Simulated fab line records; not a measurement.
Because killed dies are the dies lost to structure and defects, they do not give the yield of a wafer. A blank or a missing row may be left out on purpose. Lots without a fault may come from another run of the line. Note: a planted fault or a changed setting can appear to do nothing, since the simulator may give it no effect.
Comparing a struck lot with a sound one / flow nand-harc / 19 out of 1302 route steps
Sound: wafers L200.1, L200.2, L200.3. Wafers struck: L205.3, L205.5, L205.6. At the end, the cause is stated.
For every step that has rows: the tool of each side, followed by ch and its chambers, followed by its first start. Under that, the readings that differ: sound wafers / struck wafers / difference of the means / sigmas: that difference in standard deviations of wafers without a fault.
alike: readings with means less than 2 such deviations apart, plus words and numbers identical on both sides. not compared: withheld readings, readings lacking a value on some wafer, bounds such as >300 that could conceal the same value, and numbers that have no deviation in the record and whose values overlap.
A row with sigmas, a row that says differs or no value, or rows on one side alone: a step with any of these is where the two part. Numbers that have no deviation but don't overlap get no sigmas and don't part them. A reading missing from all wafers of one side parts the sides only when that side holds two or more wafers.

NHARC_P_ZERO_WELL_CD_MEAS_11 targets a cd of 500 nm.
  sound on cd-sem-02 ch 0, day 1 21:14; struck on cd-sem-02 ch 0, day 3 23:15
  alike: cd-nm
then, 1 step without rows for these wafers: NHARC_P_ZERO_WELL_HARDBAKE_12 (time 65 s).
NHARC_P_ZERO_WELL_DESCUM_13: chemistry O2, time 3 s.
  sound on rie-diel-01 ch 0,1,2, day 1 21:24; struck on rie-diel-09 ch 0,3, day 3 23:24
  alike: drypump-motor-current-A, oes-product-au, rf-vpp-V, showerhead-plenum-p-Torr, throttle-valve-pct
  not compared: rf-hours-counter-h
NHARC_P_ZERO_WELL_ETCH_65: etches the open film in N2/H2, target depth 80 nm, overetch 24 nm, time 87.88 s.
  sound on rie-diel-01 ch 0,2,3, day 1 21:29; struck on rie-diel-09 ch 0,1,2, day 3 23:30
  alike: drypump-motor-current-A, n2-flow-sccm, oes-product-au, rf-vpp-V, showerhead-plenum-p-Torr, throttle-valve-pct
  not compared: rf-hours-counter-h
NHARC_P_ZERO_WELL_ETCH_62: etches the open film in CHF3/Ar, target depth 13 nm, time 6.5 s.
  sound on rie-diel-01 ch 0,2,3; struck on rie-diel-09 ch 0,1,3
  alike: chf3-flow-sccm, drypump-motor-current-A, oes-product-au, rf-vpp-V, showerhead-plenum-p-Torr, throttle-valve-pct
  not compared: rf-hours-counter-h
NHARC_P_ZERO_WELL_ETCH_63: etches the open film in HBr/Cl2, target depth 120 nm, time 40.1 s.
  sound on rie-si-05 ch 1,2,3, day 1 21:40; struck on rie-si-04 ch 0,1,2, day 3 23:42
  alike: drypump-motor-current-A, mfc-cl2-sccm, oes-product-au, throttle-valve-pct
  not compared: rf-hours-counter-h
then, 6 steps without rows for these wafers: NHARC_P_ZERO_WELL_STRIP_15 (strips in SPM, time 900 s); NHARC_P_ZERO_WELL_DEHYDRATE_16 (time 120 s); NHARC_P_ZERO_WELL_HMDS_17 (time 30 s); NHARC_P_ZERO_WELL_COAT_18; NHARC_P_ZERO_WELL_SOFTBAKE_19 (time 95 s); NHARC_P_ZERO_WELL_EBR_20.
NHARC_P_ZERO_WELL_EXPOSE_21: exposes mask P NWELL, target cd 720 nm.
  sound on krf-scanner-02 ch 0, day 1 22:26; struck on krf-scanner-03 ch 0, day 4 00:19
reading=mask; sound=P_NWELL#0 P_NWELL#0 P_NWELL#0; struck=P_NWELL_R1#0 P_NWELL_R1#0 P_NWELL_R1#0; difference=differs; sigmas=
  alike: stage-vel-mm-s
then, 2 steps without rows for these wafers: NHARC_P_ZERO_WELL_PEB_22 (peb time 85 s); NHARC_P_ZERO_WELL_DEVELOP_23 (time 70 s).
NHARC_P_ZERO_WELL_CD_MEAS_24 targets a cd of 720 nm.
  sound on cd-sem-02 ch 0, day 1 22:35; struck on cd-sem-02 ch 0
reading=cd-nm (nm); sound=719.6 718.9 719.8; struck=706.6 706.1 705.7; difference=-13.3; sigmas=-9
  not compared: hold
NHARC_P_ZERO_WELL_DESCUM_26: chemistry O2, time 3 s.
  sound on rie-diel-09 ch 1,2,3, day 1 22:46; struck on rie-diel-09 ch 2,3, day 4 02:22
reading=model.P_ZERO_WELL.cd-nm (nm); sound=719.7 719.4 720.5; struck=706.6 706.5 706.1; difference=-13.5; sigmas=
  alike: drypump-motor-current-A, oes-product-au, rf-vpp-V, showerhead-plenum-p-Torr, throttle-valve-pct
  not compared: rf-hours-counter-h
then, 2 steps without rows for these wafers: NHARC_P_ZERO_WELL_IMPLANT_27; NHARC_END_SORT_01.

WHERE THEY PART
Last at NHARC_P_ZERO_WELL_CD_MEAS_24 as far as this record goes, first at NHARC_P_ZERO_WELL_EXPOSE_21. Later steps at which nothing parts them and some readings are alike: NHARC_P_ZERO_WELL_DESCUM_26.

WHY: the cause the simulator had injected
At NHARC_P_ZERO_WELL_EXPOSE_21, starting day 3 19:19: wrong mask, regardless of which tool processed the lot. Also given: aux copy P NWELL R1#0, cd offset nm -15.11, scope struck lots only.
